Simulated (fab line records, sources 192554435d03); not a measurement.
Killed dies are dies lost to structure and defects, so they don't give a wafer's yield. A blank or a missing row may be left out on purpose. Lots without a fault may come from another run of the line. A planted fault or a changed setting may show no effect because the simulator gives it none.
fab line records | flow n5_finfet
record lots=9 wafers=27 last_day=18
route steps=1938 shown BEOL_M3@1007 BEOL_M4@1040
lots that met no fault: from a run of the same line without faults
start_h: hours from the record's first day to the start of the lot's first wafer shown | wait_h: hours since the lot's step before | " the same as in the row above | L1.1+2: a row that stands for several wafers | - no value, or no start given | * or withheld: withheld | < > ~ a bound
route shown NAME@n: a module of which the file shows steps, and the number in the route of the first | usual: mean/standard deviation of fault-free wafers | same: alike in all rows | chamber/n: place in a boat | sites: the reading at each site | _std_site: their standard deviation | _edge_site: outer sites' mean less inner sites' | radius_mm: how far each site lies from the wafer's centre | mask NAME#n: copy n | behind: the tool/chamber that last shaped the wafer | hold: why the lot was held/for how many hours/how that ended | device: the transistor (n, p or np) that didn't switch | end of line: the same wafers' tests at the end of the route | a step without rows: its recipe alone | killed: dies lost to structure and defects at the first sort, not the wafer's yield | map: a wafer's dies, x killed, . not, _ none there
set.NAME: the setting as run; set.NAME@STEP: as run at that earlier step | model.NAME: the simulator's own value behind a step, which no gauge read
steps of the route over a sample of lots; a table a step, a row a wafer
services: from which hour (start_h, from the record's first day; less than 0 if before it) a tool's chamber was out of use, for how many hours, and why
## steps
# step N5_BEOL_M3_ANNEAL_93
# recipe temp_c=400 time_s=240 ambient=vacuum
# usual heater_power_w=844/68
# columns lot.wafer tool chamber start_h wait_h heater_power_w
L393.1 pvd_sputter-01 - 152.69 0.0 753
L393.4 " - " " 900
L393.6 " - " " 949
L395.3 pvd_sputter-01 - 157.94 0.0 1004
L395.4 " - " " 895
L395.6 " - " " 739
L396.3 pvd_sputter-02 - 170.02 0.0 871
L396.4 " - " " 831
L396.6 " - " " 841
L398.1 pvd_sputter-03 - 178.25 0.0 896
L398.2 " - " " 818
L398.4 " - " " 874
L405.1 pvd_sputter-02 - 227.37 0.0 853
L405.3 " - " " 921
L405.5 " - " " 824
L406.3 pvd_sputter-03 - 236.25 0.0 845
L406.4 " - " " 724
L406.6 " - " " 848
L411.3 pvd_sputter-02 - 289.85 0.0 904
L411.5 " - " " 823
L411.6 " - " " 829
L414.1 pvd_sputter-02 - 297.81 0.0 822
L414.3 " - " " 823
L414.4 " - " " 867
L416.1 pvd_sputter-02 - 310.23 0.0 826
L416.5 " - " " 879
L416.6 " - " " 857
# step N5_BEOL_M3_DEP_57
# recipe material=SiCN target_thk_a=80 temp_c=withheld precursor=3MS/NH3 pressure_torr=3 rf_w=202 time_s=14
# usual showerhead_plenum_p_Torr=3.669/0.015 throttle_valve_pct=8.9/0.38
# columns lot.wafer tool chamber start_h wait_h showerhead_plenum_p_Torr throttle_valve_pct
L393.1 pecvd-03 0 154.03 0.0 3.697 8.6
L393.4 " 1 " " 3.675 9.4
L393.6 " 2 " " 3.638 8.5
L395.3 pecvd-02 2 159.29 0.0 3.655 8.9
L395.4 " 2 " " 3.650 9.1
L395.6 " 0 " " 3.656 8.3
L396.3 pecvd-04 2 172.13 0.0 3.660 8.7
L396.4 " 2 " " 3.667 8.9
L396.6 " 0 " " 3.691 9.3
L398.1 pecvd-04 1 179.86 0.0 3.664 8.6
L398.2 " 0 " " 3.688 9.2
L398.4 " 2 " " 3.671 8.6
L405.1 pecvd-04 0 228.80 0.0 3.685 9.3
L405.3 " 1 " " 3.670 8.7
L405.5 " 0 " " 3.686 9.1
L406.3 pecvd-04 2 237.59 0.0 3.654 8.9
L406.4 " 0 " " 3.677 9.3
L406.6 " 1 " " 3.682 8.5
L411.3 pecvd-03 0 291.32 0.0 3.681 9.1
L411.5 " 2 " " 3.648 8.7
L411.6 " 0 " " 3.684 8.9
L414.1 pecvd-03 1 299.21 0.0 3.665 9.6
L414.3 " 0 " " 3.694 9.0
L414.4 " 2 " " 3.641 8.8
L416.1 pecvd-03 0 311.57 0.0 3.677 9.2
L416.5 " 2 " " 3.643 8.8
L416.6 " 0 " " 3.693 9.1
# step N5_BEOL_M4_ETCH_64
# recipe chemistry=N2/H2 target=SOC target_depth_a=750 overetch_a=225 mask_material=SiARC temp_c=40 time_s=121.9 ion_energy_ev=200 pressure_mtorr=30 source_w=840 bias_w=150 n2_flow_sccm=200 h2_flow_sccm=200
# usual bias_w=150.0/0.45 drypump_motor_current_A=5.7/0.58 oes_product_au=0.55/0.036 rf_vpp_V=522.9/2.5 showerhead_plenum_p_Torr=2.51/0.084 throttle_valve_pct=17.9/0.34
# columns lot.wafer tool chamber start_h wait_h bias_w drypump_motor_current_A oes_product_au rf_hours_counter_h rf_vpp_V showerhead_plenum_p_Torr throttle_valve_pct
L393.1 rie_diel-06 3 157.23 0.0 150.3 5.0 0.56 172 521.5 2.44 17.5
L393.4 " 2 " " 149.8 4.9 0.53 - 526.8 2.63 18.2
L393.6 " 1 " " 150.4 5.5 0.54 - 521.4 2.42 18.2
L395.3 rie_diel-05 0 161.10 0.0 151.1 6.5 0.62 94 523.8 2.57 17.8
L395.4 " 2 " " 149.8 6.2 0.55 190 523.7 2.54 18.3
L395.6 " 1 " " 150.5 6.6 0.60 - 526.0 2.56 17.4
L396.3 rie_diel-05 3 175.34 0.0 149.9 5.4 0.65 47 523.1 2.48 17.7
L396.4 " 2 " " 149.8 6.3 0.55 - 523.8 2.54 18.3
L396.6 " 1 " " 150.3 6.6 0.59 - 524.7 2.55 17.4
L398.1 rie_diel-06 2 181.40 0.0 149.9 4.9 0.53 214 524.3 2.62 18.3
L398.2 " 1 " " 150.4 5.5 0.54 192 521.0 2.42 18.3
L398.4 " 0 " " 150.4 5.8 0.53 217 520.5 2.41 18.1
L405.1 rie_diel-06 0 229.78 0.0 150.1 5.8 0.53 232 519.7 2.40 18.1
L405.3 " 1 " " 150.1 5.5 0.54 206 519.9 2.41 18.3
L405.5 " 1 " " 149.6 5.5 0.53 - 520.9 2.41 18.3
L406.3 rie_diel-02 1 238.98 0.0 149.6 6.7 0.60 100 526.2 2.66 17.4
L406.4 " 2 " " 150.2 6.1 0.58 131 524.5 2.56 17.9
L406.6 " 1 " " 150.4 6.7 0.61 - 527.9 2.66 17.4
L411.3 rie_diel-06 3 293.40 0.0 119.3 5.0 0.53 213 451.2 2.42 17.5
L411.5 " 1 " " 119.0 5.5 0.52 - 450.1 2.40 18.3
L411.6 " 3 " " 119.7 5.0 0.53 - 452.5 2.43 17.5
L414.1 rie_diel-06 1 300.44 0.0 120.7 5.5 0.52 230 449.5 2.40 18.3
L414.3 " 3 " " 119.9 5.0 0.54 216 452.0 2.42 17.5
L414.4 " 1 " " 120.2 5.5 0.52 - 451.7 2.40 18.3
L416.1 rie_diel-02 1 313.77 0.0 149.6 6.7 0.58 126 526.8 2.65 17.4
L416.5 " 0 " " 150.3 5.7 0.57 - 522.4 2.51 17.8
L416.6 " 3 " " 149.0 5.7 0.53 - 523.9 2.48 18.0
# step N5_BEOL_M4_STRIP_19
# recipe chemistry=O2 power_w=400 temp_c=40 pressure_mtorr=30 rf_frequency_hz=6e+07 bias_power_w=0 overash_fraction=0.2 o2_flow_sccm=225
# usual drypump_motor_current_A=5.8/0.55 o2_flow_sccm=225.0/0.65 oes_product_au=0.73/0.053 rf_vpp_V=3.6/0.46 showerhead_plenum_p_Torr=2.08/0.067 throttle_valve_pct=16.78/0.28
# same overash_fraction=0.2
# columns lot.wafer tool chamber start_h wait_h drypump_motor_current_A o2_flow_sccm oes_product_au rf_hours_counter_h rf_vpp_V showerhead_plenum_p_Torr throttle_valve_pct
L393.1 rie_diel-06 0 157.53 0.1 5.8 225.8 0.70 208 3.5 1.97 16.88
L393.4 " 3 " " 5.0 226.1 0.74 172 4.1 2.02 16.39
L393.6 " 3 " " 5.0 225.3 0.74 - 3.9 2.02 16.39
L395.3 rie_diel-02 2 161.46 0.1 6.1 225.3 0.79 104 4.0 2.11 16.62
L395.4 " 1 " " 6.7 224.8 0.83 73 3.1 2.21 16.32
L395.6 " 2 " " 6.1 225.2 0.79 - 4.7 2.11 16.62
L396.3 rie_diel-02 1 175.62 0.1 6.7 224.1 0.83 78 2.5 2.20 16.35
L396.4 " 2 " " 6.1 225.5 0.78 109 3.2 2.11 16.63
L396.6 " 3 " " 5.7 225.7 0.72 - 3.9 2.10 16.95
L398.1 rie_diel-02 1 181.68 0.1 6.7 223.8 0.82 80 3.8 2.20 16.33
L398.2 " 3 " " 5.7 225.0 0.72 204 4.0 2.10 16.97
L398.4 " 0 " " 5.7 225.2 0.79 148 3.4 2.10 16.75
L405.1 rie_diel-06 1 230.06 0.1 5.5 225.3 0.69 206 3.2 2.00 17.13
L405.3 " 0 " " 5.7 224.8 0.68 232 3.1 1.97 16.92
L405.5 " 2 " " 4.9 225.6 0.68 - 4.3 2.15 17.09
L406.3 rie_diel-06 2 239.27 0.1 4.9 225.6 0.67 229 3.7 2.15 17.10
L406.4 " 0 " " 5.8 224.7 0.68 235 3.2 1.96 16.94
L406.6 " 1 " " 5.5 224.9 0.69 - 4.4 1.99 17.13
L411.3 rie_diel-05 3 293.77 0.1 5.4 224.4 0.82 84 4.0 2.03 16.58
L411.5 " 0 " " 6.4 225.9 0.78 - 3.8 2.09 16.61
L411.6 " 1 " " 6.6 224.8 0.74 - 4.0 2.10 16.41
L414.1 rie_diel-06 2 300.77 0.1 4.9 225.7 0.65 251 3.2 2.14 17.16
L414.3 " 3 " " 5.0 225.0 0.70 216 3.2 2.01 16.47
L414.4 " 1 " " 5.5 225.8 0.67 - 3.5 1.99 17.19
L416.1 rie_diel-02 1 314.09 0.1 6.7 224.9 0.78 126 3.9 2.19 16.41
L416.5 " 3 " " 5.7 224.4 0.68 - 4.3 2.08 17.03
L416.6 " 2 " " 6.1 224.4 0.74 - 3.2 2.09 16.71
# step N5_BEOL_M4_RC_MEAS_101
# usual DIBL_N=36.3/2 DIBL_P=36.3/2.4 IOFF_N=0.16/0.034 IOFF_P=0.21/0.035 ION_N=672/12 ION_P=459/6.5 SS_N=71.6/0.67 SS_P=73.3/0.71 VT_N=250/3.5 VT_P=-251/3
# columns lot.wafer tool chamber start_h wait_h DIBL_N[mV/V] DIBL_P[mV/V] IOFF_N[nA/um] IOFF_P[nA/um] ION_N[uA/um] ION_P[uA/um] SS_N[mV/dec] SS_P[mV/dec] VT_N[mV] VT_P[mV]
L393.1 prober-02 0 168.43 0.0 35.2 33.4 0.12 0.18 658 453 71.4 72.0 252 -254
L393.4 " 0 " " 37.8 36.8 0.17 0.23 676 464 71.9 73.4 248 -248
L393.6 " 0 " " 35.8 34.4 0.14 0.19 672 459 71.5 72.6 252 -250
L395.3 prober-02 0 175.68 0.3 32.6 31.7 0.10 0.15 651 456 70.0 72.0 259 -256
L395.4 " 0 " " 32.3 31.6 0.10 0.15 653 453 69.8 71.8 256 -253
L395.6 " 0 " " 32.3 31.5 0.10 0.15 664 456 70.1 72.1 257 -254
L396.3 prober-02 0 184.97 0.3 35.0 34.4 0.14 0.18 666 453 71.1 73.2 249 -254
L396.4 " 0 " " 33.2 31.5 0.10 0.13 647 440 70.8 72.8 256 -256
L396.6 " 0 " " 33.3 32.3 0.11 0.15 650 452 70.9 72.7 256 -253
L398.1 prober-02 0 197.18 0.0 35.9 34.6 0.14 0.17 657 444 71.6 73.7 255 -256
L398.2 " 0 " " 39.3 38.7 0.22 0.23 689 463 73.1 74.5 247 -251
L398.4 " 0 " " 35.9 34.3 0.15 0.16 672 452 72.0 73.3 251 -256
L405.1 prober-02 0 260.12 0.0 37.1 36.1 0.15 0.19 667 455 71.9 72.6 250 -252
L405.3 " 0 " " 38.7 37.1 0.16 0.20 661 450 72.4 73.5 250 -251
L405.5 " 0 " " 39.6 38.6 0.18 0.23 677 460 71.6 73.8 249 -248
L406.3 prober-01 0 261.57 0.3 35.5 37.5 0.15 0.22 664 458 72.0 73.6 253 -248
L406.4 " 0 " " 36.9 38.8 0.19 0.23 671 459 72.6 73.9 249 -249
L406.6 " 0 " " 38.3 40.6 0.22 0.28 679 465 72.3 74.3 244 -247
L414.1 prober-01 0 317.86 0.0 37.9 38.8 0.20 0.25 699 473 72.3 74.4 245 -248
L414.3 " 0 " " 37.1 37.0 0.18 0.22 679 463 71.9 73.8 246 -249
L414.4 " 0 " " 40.2 40.1 0.24 0.28 693 469 72.8 74.6 243 -250
L411.3 prober-02 0 319.02 0.3 37.0 38.8 0.20 0.25 682 462 71.8 74.3 247 -248
L411.5 " 0 " " 34.8 34.8 0.15 0.19 666 454 71.2 74.1 249 -252
L411.6 " 0 " " 38.7 38.5 0.24 0.24 676 458 72.4 74.0 244 -249
L416.1 prober-01 0 326.38 0.0 36.8 37.1 0.19 0.22 680 459 71.8 73.0 248 -249
L416.5 " 0 " " 37.2 37.9 0.20 0.24 679 459 72.0 73.4 246 -248
L416.6 " 0 " " 36.1 36.1 0.18 0.21 684 462 72.0 72.6 245 -251
## services
# columns tool chamber start_h hours kind
rie_diel-06 0 138.95 18.3 repair
rie_diel-05 - 146.10 14.6 pm
rie_diel-05 0 161.45 14.5 repair
pecvd-04 - 172.67 5.6 repair
rie_diel-05 2 176.47 4.3 repair
pvd_sputter-02 - 197.53 7.5 repair
rie_diel-02 - 212.23 1.0 repair
pecvd-03 0 222.15 4.3 repair
rie_diel-06 - 227.77 0.4 repair
rie_diel-05 3 229.94 6.9 repair
rie_diel-05 2 235.44 7.4 repair
pecvd-03 - 250.63 0.8 pm
rie_diel-05 - 260.09 1.4 repair
pecvd-04 0 281.77 3.5 repair
pecvd-02 - 282.92 1.1 repair
rie_diel-06 0 287.51 - clean
rie_diel-06 0 287.51 - consumable_replace:focus_ring
rie_diel-06 0 287.51 - consumable_replace:showerhead
rie_diel-06 0 287.51 16.2 scheduled_down
rie_diel-06 0 287.51 16.2 vent_cycle
rie_diel-02 0 294.09 10.7 repair
pecvd-04 - 299.57 1.2 repair
rie_diel-06 2 303.85 - clean
rie_diel-06 1 306.01 2.9 repair
## key
first_sign step=N5_BEOL_M4_ETCH_64 reading=bias_w direction=down sigmas=67 usual=* struck=*
effect step=N5_BEOL_M4_ETCH_64 reading=rf_vpp_V direction=down sigmas=29 usual=522.9 struck=451.2
met_at N5_BEOL_M4_ETCH_64
struck_lots L411,L414
not_acting_at N5_BEOL_M3_ANNEAL_93,N5_BEOL_M3_DEP_57,N5_BEOL_M4_STRIP_19
onset_between 229.78 293.40
fault kind=process_parameter_drift tool=rie_diel-06 chamber=- onset_h=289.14 steps=N5_BEOL_M4_ETCH_64 channel=bias_w offset=* shape=step end_h=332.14 acts_in=* stated=*
